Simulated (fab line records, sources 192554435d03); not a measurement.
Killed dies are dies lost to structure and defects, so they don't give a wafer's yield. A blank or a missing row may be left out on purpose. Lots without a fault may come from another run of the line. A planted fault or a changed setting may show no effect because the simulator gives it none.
Chamber matching | flow n5_finfet | N5_BEOL_M3_ETCH_74 on rie_diel-04: 4 sister chambers
The step etches underlayer in N2/H2, target depth 6.5 nm, time 5.2 s. 4 wafers are shown with their chamber, then 11 later ones without.

WAFERS WITH THEIR CHAMBER
wafer  | chamber | showerhead_plenum_p_Torr (Torr)
L079.1 | 1       | 2.66
L085.3 | 2       | 2.51
L090.1 | 3       | 2.40
L092.2 | 0       | 2.50

WAFERS WITHOUT THEIR CHAMBER
wafer  | showerhead_plenum_p_Torr (Torr)
L092.4 | 2.65
L092.6 | 2.65
L093.2 | 2.40
L093.3 | 2.51
L093.6 | 2.50
L095.4 | 2.65
L095.5 | 2.40
L095.6 | 2.51
L096.1 | 2.50
L096.3 | 2.40
L096.5 | 2.51

WHICH CHAMBER EACH WENT THROUGH
wafer  | from the rows above     | in truth
L092.4 | 1                       | 1
L092.6 | 1                       | 1
L093.2 | 3                       | 3
L093.3 | can't be placed: 2 or 0 | 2
L093.6 | can't be placed: 0 or 2 | 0
L095.4 | 1                       | 1
L095.5 | 3                       | 3
L095.6 | can't be placed: 2 or 0 | 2
L096.1 | can't be placed: 0 or 2 | 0
L096.3 | 3                       | 3
L096.5 | can't be placed: 2 or 0 | 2
Placed correctly: 6 of 11. Can't be placed from these rows: 5 (the true chamber is among the candidates in 5). Placed wrongly: 0.
How it was worked out, from the rows above alone: a wafer's distance from a chamber is the root of the sum, over the readings, of the square of ((its reading less the chamber's mean) divided by the reading's scatter). The wafer belongs to the nearest chamber; if the next one is less than 2 further off, it can't be placed. A chamber's mean is the mean of its shown wafers. The scatter: with one shown wafer a chamber, the root of the mean of the squares of how far each hidden wafer lies from its nearest shown one.
